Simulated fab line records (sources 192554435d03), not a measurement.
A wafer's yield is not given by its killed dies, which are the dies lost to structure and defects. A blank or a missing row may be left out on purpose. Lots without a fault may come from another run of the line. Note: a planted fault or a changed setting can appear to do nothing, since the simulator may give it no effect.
2 desks looking at one fault -- flow n5-finfet -- each desk has only its own numbers; what lay behind them comes last

DESK OF THE TOOL OWNER: rie-diel-04
The tool's own readings at N5_SD_EPI_N_ETCH_45 (etches SiOCN in CH3F/O2, target depth 6 nm): means of the sampled wafers that have a number, for each lot that ran on this tool. If a lot's mean is further than 4 standard deviations from the usual mean, the lot is out of limits and carries the mark OUT (the distance appears in the brackets).
Columns: A = drypump-motor-current-A at N5_SD_EPI_N_ETCH_45, usual 5.9 A; B = mfc-ar-sccm at N5_SD_EPI_N_ETCH_45, usual 150.0 sccm; C = oes-product-au at N5_SD_EPI_N_ETCH_45, usual 0.78 a.u.; D = rf-vpp-V at N5_SD_EPI_N_ETCH_45, usual 127.6 V; E = showerhead-plenum-p-Torr at N5_SD_EPI_N_ETCH_45, usual 2.00 Torr; F = throttle-valve-pct at N5_SD_EPI_N_ETCH_45, usual 23.34 %
lot,first seen here,A,B,C,D,E,F
L683,day 3 07:46,6.2,150.6,0.79,127.9,2.03,23.36
L687,day 4 08:46,6.1,149.9,0.76,127.7,1.96,23.43
L689,day 4 18:14,5.9,150.1,0.90,127.5,2.01,23.27
L693,day 6 00:14,6.1,150.0,0.81,127.2,2.02,23.35
L699,day 7 06:38,5.9,150.0,0.80,128.1,2.00,23.34
L700,day 7 15:11,6.3,149.7,0.74,127.2,1.96,23.48
L703,day 8 07:19,6.1,150.3,0.83,127.1,1.96,23.39
This desk's verdict: no lot among the 7 shows anything out of limits.

THE METROLOGY DESK
Means of the sampled wafers that have a number, per lot and without regard to the tool the lot ran on: this is what the gauges read. If a lot's mean is further than 4 standard deviations from the usual mean, the lot is out of limits and carries the mark OUT (the distance appears in the brackets). Readings shown: 7 of its 12, picked as those furthest out on some lot.
Columns: A = IOFF_N at N5_BEOL_M4_RC_MEAS_101, usual 0.157 nA/um; B = IOFF_P at N5_BEOL_M4_RC_MEAS_101, usual 0.206 nA/um; C = ION_P at N5_BEOL_M4_RC_MEAS_101, usual 461 uA/um; D = RC_DENSE_N at N5_BEOL_M4_RC_MEAS_101, usual 19.0 ohm.um; E = REXT_N at N5_BEOL_M4_RC_MEAS_101, usual 75.0 ohm.um; F = SS_N at N5_BEOL_M4_RC_MEAS_101, usual 71.5 mV/dec; G = VT_P at N5_BEOL_M4_RC_MEAS_101, usual -250.6 mV
lot,first seen here,A,B,C,D,E,F,G
L683,day 8 05:33,0.145,0.190,463,18.9,75.6,70.7,-251.6
L684,day 8 10:10,0.152,0.209,457,19.4,76.3,72.0,-251.4
L687,day 9 07:38,0.153,0.205,459,18.9,73.3,71.6,-251.2
L689,day 9 13:46,0.191,0.251,464,18.7,73.8,72.0,-247.4
L693,day 10 18:02,0.156,0.205,465,18.7,75.0,71.8,-249.7
L695,day 11 07:20,0.157,0.206,459,19.5,77.4,71.3,-250.3
L699,day 12 04:47,0.165,0.200,458,19.0,75.2,71.3,-253.0
L700,day 12 07:06,0.158,0.243,472,19.7,78.8,72.2,-245.9
L703,day 13 01:10,0.134,0.208,468,20.1,79.8,71.0,-247.3
This desk's verdict: no lot among the 9 shows anything out of limits.

TAKEN TOGETHER
Nothing out of limits was seen by the tool owner's desk.
From the metrology desk's view, nothing was out of limits.

WHAT HAD BEEN PUT IN BY THE SIMULATOR
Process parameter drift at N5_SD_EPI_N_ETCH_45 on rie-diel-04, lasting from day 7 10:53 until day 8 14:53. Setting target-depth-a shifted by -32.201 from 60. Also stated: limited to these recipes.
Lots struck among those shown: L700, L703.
